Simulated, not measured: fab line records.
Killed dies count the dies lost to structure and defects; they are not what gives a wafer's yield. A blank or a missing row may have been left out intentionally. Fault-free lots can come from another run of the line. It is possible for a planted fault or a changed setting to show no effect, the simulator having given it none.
fab line records / flow nand-harc
record: lots: 6 wafers: 18 last-day: 24
route steps=1159 shown P_START@1 P_ZERO_WELL@2 END@1159
lots that met no fault: taken from a fault-free run of the same line
start-h: hours from the record's opening day to when the first of the lot's shown wafers began / wait-h: hours from the lot's prior step to this one / " same as the row above / L1.1+2: one row covering several wafers at once / - no value, or no start given / * or withheld: withheld / < > ~ a bound
route shown NAME@n: names a module that has steps shown in the file, with the first one's number in the route / usual: mean/standard deviation taken from wafers without a fault / same: alike in all rows / chamber/n: place in a boat / sites: readings site by site / _std_site: the standard deviation of these / _edge_site: mean of outer sites minus mean of inner sites / radius-mm: for every site, how far away it sits from the centre of the wafer / mask NAME#n: copy n / behind: the most recent tool/chamber to have shaped the wafer / hold: cause of the lot's hold/its duration in hours/its outcome / device: the n, p or np transistor that did not switch / end of line: at the end of the route, the tests of the same wafers / a step without rows: its recipe alone / killed: not the wafer's yield, but the dies lost to structure and defects at the first sort / map: a wafer's dies, x killed, . not, _ none there
set.NAME: the setting that was run; set.NAME@STEP: the one run at that earlier step / model.NAME: the simulator's own value behind a step, which no gauge read
lots seen at some steps along the route; tables by step, rows by wafer
services: the hour from which a tool's chamber was out of use, counted from the record's first day as start-h (under 0 if before that day), plus the number of hours and why
== steps ==
step: NHARC_P_START_INSPECT_01
usual: raw-defect-count: 3.8/2.1
lot.wafer=L955.1 tool=defect-inspect-02 chamber=- start-h=30.03 wait-h=- raw-defect-count=6
lot.wafer=L955.3 tool=defect-inspect-02 chamber=- start-h=30.03 wait-h=- raw-defect-count=1
lot.wafer=L955.4 tool=defect-inspect-02 chamber=- start-h=30.03 wait-h=- raw-defect-count=3
lot.wafer=L957.1 tool=defect-inspect-01 chamber=- start-h=42.04 wait-h=- raw-defect-count=3
lot.wafer=L957.5 tool=defect-inspect-01 chamber=- start-h=42.04 wait-h=- raw-defect-count=6
lot.wafer=L957.6 tool=defect-inspect-01 chamber=- start-h=42.04 wait-h=- raw-defect-count=2
lot.wafer=L960.1 tool=defect-inspect-01 chamber=- start-h=60.04 wait-h=- raw-defect-count=9
lot.wafer=L960.5 tool=defect-inspect-01 chamber=- start-h=60.04 wait-h=- raw-defect-count=3
lot.wafer=L960.6 tool=defect-inspect-01 chamber=- start-h=60.04 wait-h=- raw-defect-count=0
lot.wafer=L968.1 tool=defect-inspect-02 chamber=- start-h=108.03 wait-h=- raw-defect-count=4
lot.wafer=L968.2 tool=defect-inspect-02 chamber=- start-h=108.03 wait-h=- raw-defect-count=3
lot.wafer=L968.4 tool=defect-inspect-02 chamber=- start-h=108.03 wait-h=- raw-defect-count=3
lot.wafer=L973.2 tool=defect-inspect-01 chamber=- start-h=138.04 wait-h=- raw-defect-count=3
lot.wafer=L973.3 tool=defect-inspect-01 chamber=- start-h=138.04 wait-h=- raw-defect-count=9
lot.wafer=L973.5 tool=defect-inspect-01 chamber=- start-h=138.04 wait-h=- raw-defect-count=6
lot.wafer=L975.2 tool=defect-inspect-02 chamber=- start-h=150.04 wait-h=- raw-defect-count=4
lot.wafer=L975.5 tool=defect-inspect-02 chamber=- start-h=150.04 wait-h=- raw-defect-count=4
lot.wafer=L975.6 tool=defect-inspect-02 chamber=- start-h=150.04 wait-h=- raw-defect-count=3
step: NHARC_P_ZERO_WELL_PRECLEAN_00
recipe: time-s: 600 temp-c: 120 chemistry: SPM
step: NHARC_P_ZERO_WELL_SRD_01
step: NHARC_P_ZERO_WELL_PECVD_02
recipe: target-thk-a: 100 temp-c: 400 pressure-torr: 6.5 rf-w: withheld teos-flow-sccm: withheld flow-sccm: 2650 target-thk-nm: 10 gas: O2 material: SiO2
step: NHARC_P_ZERO_WELL_DEHYDRATE_03
recipe: temp-c: 150 time-s: 120
step: NHARC_P_ZERO_WELL_HMDS_04
recipe: time-s: 30
step: NHARC_P_ZERO_WELL_COAT_64
recipe: temp-c: 200 time-s: 65
step: NHARC_P_ZERO_WELL_COAT_05
recipe: spin-rpm: 2000 resist-thk-nm: 600
step: NHARC_P_ZERO_WELL_SOFTBAKE_06
recipe: temp-c: 125 time-s: 70
step: NHARC_P_ZERO_WELL_EBR_07
step: NHARC_P_ZERO_WELL_EXPOSE_08
recipe: na: 0.55 target-cd-nm: 500 dose-mj: 33.8 mask-id: P_ZERO
step: NHARC_P_ZERO_WELL_PEB_09
recipe: peb-temp-c: 128 peb-time-s: 80
usual: heater-power-total-W: 189.7/0.76 plate-temp-C: 127.98/0.14
same: peb-time-s: 80
lot.wafer=L955.1 tool=litho-track-02 chamber=0 start-h=31.15 wait-h=0.1 heater-power-total-W=189.5 plate-temp-C=127.93
lot.wafer=L955.3 tool=litho-track-02 chamber=0 start-h=31.15 wait-h=0.1 heater-power-total-W=190.9 plate-temp-C=127.85
lot.wafer=L955.4 tool=litho-track-02 chamber=0 start-h=31.15 wait-h=0.1 heater-power-total-W=190.7 plate-temp-C=127.83
lot.wafer=L957.1 tool=litho-track-07 chamber=0 start-h=43.16 wait-h=0.1 heater-power-total-W=173.7 plate-temp-C=119.52
lot.wafer=L957.5 tool=litho-track-07 chamber=0 start-h=43.16 wait-h=0.1 heater-power-total-W=173.1 plate-temp-C=119.49
lot.wafer=L957.6 tool=litho-track-07 chamber=0 start-h=43.16 wait-h=0.1 heater-power-total-W=173.4 plate-temp-C=119.55
lot.wafer=L960.1 tool=litho-track-07 chamber=0 start-h=61.15 wait-h=0.1 heater-power-total-W=173.0 plate-temp-C=119.50
lot.wafer=L960.5 tool=litho-track-07 chamber=0 start-h=61.15 wait-h=0.1 heater-power-total-W=172.9 plate-temp-C=119.48
lot.wafer=L960.6 tool=litho-track-07 chamber=0 start-h=61.15 wait-h=0.1 heater-power-total-W=172.9 plate-temp-C=119.39
lot.wafer=L968.1 tool=litho-track-03 chamber=0 start-h=109.15 wait-h=0.1 heater-power-total-W=189.2 plate-temp-C=128.04
lot.wafer=L968.2 tool=litho-track-03 chamber=0 start-h=109.15 wait-h=0.1 heater-power-total-W=189.4 plate-temp-C=127.90
lot.wafer=L968.4 tool=litho-track-03 chamber=0 start-h=109.15 wait-h=0.1 heater-power-total-W=188.9 plate-temp-C=127.99
lot.wafer=L973.2 tool=litho-track-03 chamber=0 start-h=139.03 wait-h=0.1 heater-power-total-W=190.8 plate-temp-C=127.65
lot.wafer=L973.3 tool=litho-track-03 chamber=0 start-h=139.03 wait-h=0.1 heater-power-total-W=189.3 plate-temp-C=127.69
lot.wafer=L973.5 tool=litho-track-03 chamber=0 start-h=139.03 wait-h=0.1 heater-power-total-W=188.8 plate-temp-C=127.86
lot.wafer=L975.2 tool=litho-track-07 chamber=0 start-h=151.22 wait-h=0.1 heater-power-total-W=190.4 plate-temp-C=127.93
lot.wafer=L975.5 tool=litho-track-07 chamber=0 start-h=151.22 wait-h=0.1 heater-power-total-W=189.4 plate-temp-C=127.96
lot.wafer=L975.6 tool=litho-track-07 chamber=0 start-h=151.22 wait-h=0.1 heater-power-total-W=190.7 plate-temp-C=127.89
step: NHARC_P_ZERO_WELL_DEVELOP_10
recipe: time-s: 50 dev-temp-c: 22
step: NHARC_P_ZERO_WELL_CD_MEAS_11
recipe: target-cd-nm: 500 landing-energy-ev: 500
usual: cd-nm: 500.0/1.3
lot.wafer=L955.1 tool=cd-sem-03 chamber=0 start-h=31.24 wait-h=- cd-nm=501.6
lot.wafer=L955.3 tool=cd-sem-03 chamber=0 start-h=31.24 wait-h=- cd-nm=498.8
lot.wafer=L955.4 tool=cd-sem-03 chamber=0 start-h=31.24 wait-h=- cd-nm=500.1
lot.wafer=L957.1 tool=cd-sem-01 chamber=0 start-h=43.24 wait-h=- cd-nm=417.8
lot.wafer=L957.5 tool=cd-sem-01 chamber=0 start-h=43.24 wait-h=- cd-nm=419.4
lot.wafer=L957.6 tool=cd-sem-01 chamber=0 start-h=43.24 wait-h=- cd-nm=418.4
lot.wafer=L960.1 tool=cd-sem-03 chamber=0 start-h=61.23 wait-h=- cd-nm=418.1
lot.wafer=L960.5 tool=cd-sem-03 chamber=0 start-h=61.23 wait-h=- cd-nm=416.2
lot.wafer=L960.6 tool=cd-sem-03 chamber=0 start-h=61.23 wait-h=- cd-nm=418.4
lot.wafer=L968.1 tool=cd-sem-01 chamber=0 start-h=109.24 wait-h=- cd-nm=499.7
lot.wafer=L968.2 tool=cd-sem-01 chamber=0 start-h=109.24 wait-h=- cd-nm=500.9
lot.wafer=L968.4 tool=cd-sem-01 chamber=0 start-h=109.24 wait-h=- cd-nm=500.6
lot.wafer=L973.2 tool=cd-sem-02 chamber=0 start-h=139.11 wait-h=- cd-nm=501.9
lot.wafer=L973.3 tool=cd-sem-02 chamber=0 start-h=139.11 wait-h=- cd-nm=501.9
lot.wafer=L973.5 tool=cd-sem-02 chamber=0 start-h=139.11 wait-h=- cd-nm=502.0
lot.wafer=L975.2 tool=cd-sem-03 chamber=0 start-h=151.31 wait-h=- cd-nm=499.5
lot.wafer=L975.5 tool=cd-sem-03 chamber=0 start-h=151.31 wait-h=- cd-nm=498.7
lot.wafer=L975.6 tool=cd-sem-03 chamber=0 start-h=151.31 wait-h=- cd-nm=497.1
step: NHARC_P_ZERO_WELL_HARDBAKE_12
recipe: temp-c: 118 time-s: 65
step: NHARC_END_SORT_01
recipe: temp-c: 25
usual: killed-at-array: 27/10 killed-at-other: 0.6/1 killed-at-periphery: 3.4/2.7 killed-dies: 31/9.7 killed-open: 3.4/1.7 killed-short: 2.2/1.5
same: gross-dies: 677
lot.wafer=L957.1 tool=prober-02 chamber=0 start-h=466.11 wait-h=2.5 killed-at-array=27 killed-at-other=1 killed-at-periphery=240 killed-dies=268 killed-open=7 killed-short=3
lot.wafer=L957.5 tool=prober-02 chamber=0 start-h=469.32 wait-h=3.7 killed-at-array=29 killed-at-other=0 killed-at-periphery=218 killed-dies=247 killed-open=3 killed-short=1
lot.wafer=L957.6 tool=prober-02 chamber=0 start-h=470.13 wait-h=4.0 killed-at-array=18 killed-at-other=0 killed-at-periphery=233 killed-dies=251 killed-open=2 killed-short=2
lot.wafer=L960.1 tool=prober-01 chamber=0 start-h=494.03 wait-h=2.5 killed-at-array=20 killed-at-other=1 killed-at-periphery=234 killed-dies=255 killed-open=5 killed-short=5
lot.wafer=L960.5 tool=prober-01 chamber=0 start-h=497.29 wait-h=3.8 killed-at-array=13 killed-at-other=0 killed-at-periphery=234 killed-dies=247 killed-open=1 killed-short=0
lot.wafer=L960.6 tool=prober-01 chamber=0 start-h=498.11 wait-h=4.1 killed-at-array=7 killed-at-other=0 killed-at-periphery=248 killed-dies=255 killed-open=3 killed-short=1
killed by level:class
L957.1 P_ZERO_WELL:area-peb=232 A_CHANNEL_HOLE_D1:chamber-film-flake=13 A_ONON_D1:geometric-particle:open=3 P_ZERO_WELL:chamber-film-flake=3 P_CONTACT:geometric-particle:open=2 A_ONON_D1:geometric-particle:short=2 A_CHANNEL_FILL_D1:chamber-film-flake=2 A_STAIRCASE:chamber-film-flake=2
L957.5 P_ZERO_WELL:area-peb=215 A_CHANNEL_HOLE_D1:chamber-film-flake=20 A_STAIRCASE:chamber-film-flake=4 P_ZERO_WELL:chamber-film-flake=3 A_WL_FILL:geometric-particle:open=2 A_CONTACT:geometric-particle:open=1 A_M0:geometric-particle:short=1 A_CHANNEL_FILL_D1:chamber-film-flake=1
L957.6 P_ZERO_WELL:area-peb=227 A_CHANNEL_HOLE_D1:chamber-film-flake=13 P_ZERO_WELL:chamber-film-flake=3 A_STAIRCASE:chamber-film-flake=2 P_STI:geometric-particle:short=1 P_GATE:geometric-particle:short=1 A_CONTACT:geometric-particle:open=1 A_BLC:geometric-particle:open=1
L960.1 P_ZERO_WELL:area-peb=230 A_CHANNEL_HOLE_D1:chamber-film-flake=6 A_CONTACT:geometric-particle:short=2 A_CONTACT:geometric-particle:open=2 P_M0:chamber-film-flake=2 A_ZERO_WELL:chamber-film-flake=2 A_STAIRCASE:chamber-film-flake=2 P_M0:geometric-particle:open=1
L960.5 P_ZERO_WELL:area-peb=234 A_CHANNEL_HOLE_D1:chamber-film-flake=6 A_STAIRCASE:chamber-film-flake=4 A_ONON_D1:geometric-particle:open=1 A_ZERO_WELL:chamber-film-flake=1 A_CONTACT:chamber-film-flake=1
L960.6 P_ZERO_WELL:area-peb=245 A_STAIRCASE:chamber-film-flake=3 P_GATE:geometric-particle:open=1 A_ONON_D1:geometric-particle:open=1 A_CHANNEL_FILL_D1:geometric-particle:open=1 A_CONTACT:geometric-particle:short=1 P_GATE:chamber-film-flake=1 P_M0:chamber-film-flake=1
map L957.1 (x killed, . not)
____________.____________
_________....x.._________
_______..........._______
______x.......x....______
_____xx.x.xxx......._____
____..x.....x.x......____
____xx..x............____
___..xxxx.............___
___xxx.x...x..xxx.....___
__.x.xx................__
__.x.xxx.xx..x.........__
_x.xxx.x.x..x....x..x..._
_xx..xxx.......x.x......_
_xx..x.xx.x............._
_x.xx..xxx..x..x......x._
_xxxxx.xx........x......_
xx..x...x...x.......x....
xxxx.x.x.xxxx....x.......
xx.x.xxx..xxxx..x...x....
xxxxxxx.xxxx.x......x....
xxx..xxxxx.....x.x.......
_x.x.xx.xx....x........._
_xxxxxx.x.xx...x.x......_
_xxxxxx.x......x........_
_xxx.xxx.xx.xxx..x......_
_.xxxxx..xxx....xxxx...._
__xxxxx....x.xxx...x.x.__
__x.xx...xxx.x..x......__
___xxx.x.xx...x.....x.___
___xxx.xx.xxx.x.......___
____xx..xxxxxxxx...x.____
____.xxx.xxx.x...xx..____
_____xxxxxx.x.xx.x.x_____
______xxxxx..x.x...______
_______xxxxxxx.xx._______
_________xxxxxx._________
____________x____________
map L960.1 (x killed, . not)
____________.____________
_________.x....._________
_______..........._______
______xxx..........______
_____x..x..xx..x...._____
____.xx.xx...x.......____
____xx..x............____
___x.xxxx.............___
___xxxx.x..x.....x.x..___
__x..xx.x.xxx....x....x__
__xxxx....x.x......x..x__
_xx....xxx........x....x_
_xxxxx..............x..x_
_xx.xx....x....x........_
_xxxx......x...........x_
_xx.xxx.x....x..x......._
x.xx.xxxx..x...x.........
x.xxxxx.x.xxx.x..........
xx.x..x....x.x.xx....x...
x...xx.x.x..x............
.xxxx.x.xxx.x.......x....
_xxxxxx.x..x.......x...._
_xxxx.x.x..x.x.........._
_xxx.xx..x.xx...x......._
_xxxxxxx.x.x.x.......x.._
_xxxxxxxxxxx..........x._
__xxxxxxxxx.........x..__
__.xxx.x......x........__
___.xxxx.x....xx.x.x..___
___xxxxxxx.x....xx...x___
____x.x..xx.xx....x..____
____x.xxx..x.xxxxxx..____
_____xxxxx...x....x._____
______xx.xx.xxx....______
_______xxxxx.xx..._______
_________x.xx.xx_________
____________x____________
== services ==
tool=litho-track-07 chamber=- start-h=14.00 hours=7.0 kind=pm
tool=litho-track-03 chamber=- start-h=38.00 hours=7.0 kind=pm
== key ==
first-sign: step: NHARC_P_ZERO_WELL_PEB_09 reading: plate-temp-C direction: down sigmas: 61 usual: * struck: *
effect: step: NHARC_P_ZERO_WELL_PEB_09 reading: heater-power-total-W direction: down sigmas: 22 usual: * struck: *
effect: step: NHARC_P_ZERO_WELL_CD_MEAS_11 reading: cd-nm direction: down sigmas: 64 usual: 500.0 struck: 418.0
effect: step: NHARC_END_SORT_01 reading: killed-at-periphery direction: up sigmas: 85 usual: 3.4 struck: 234.5
more-kills-born-at: NHARC_P_ZERO_WELL_PEB_09@litho-track-07: 1383
met-at NHARC_P_ZERO_WELL_PEB_09
struck-wafers L957.1,L957.5,L957.6,L960.1,L960.5,L960.6
tester-left-out L957,L960
fault: kind: process-parameter-drift tool: litho-track-07 chamber: - onset-h: 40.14 steps: NHARC_P_ZERO_WELL_PEB_09 channel: peb-temp-c offset: * shape: step end-h: 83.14 acts-in: * stated: *
tester-left-out: of these lots the tester's yield and bins aren't shown, on N5 and GAA mostly nor the transistor test; their killed dies are dies lost to structure and defects alone, not to doping, threshold or leakage, so they don't give the yield
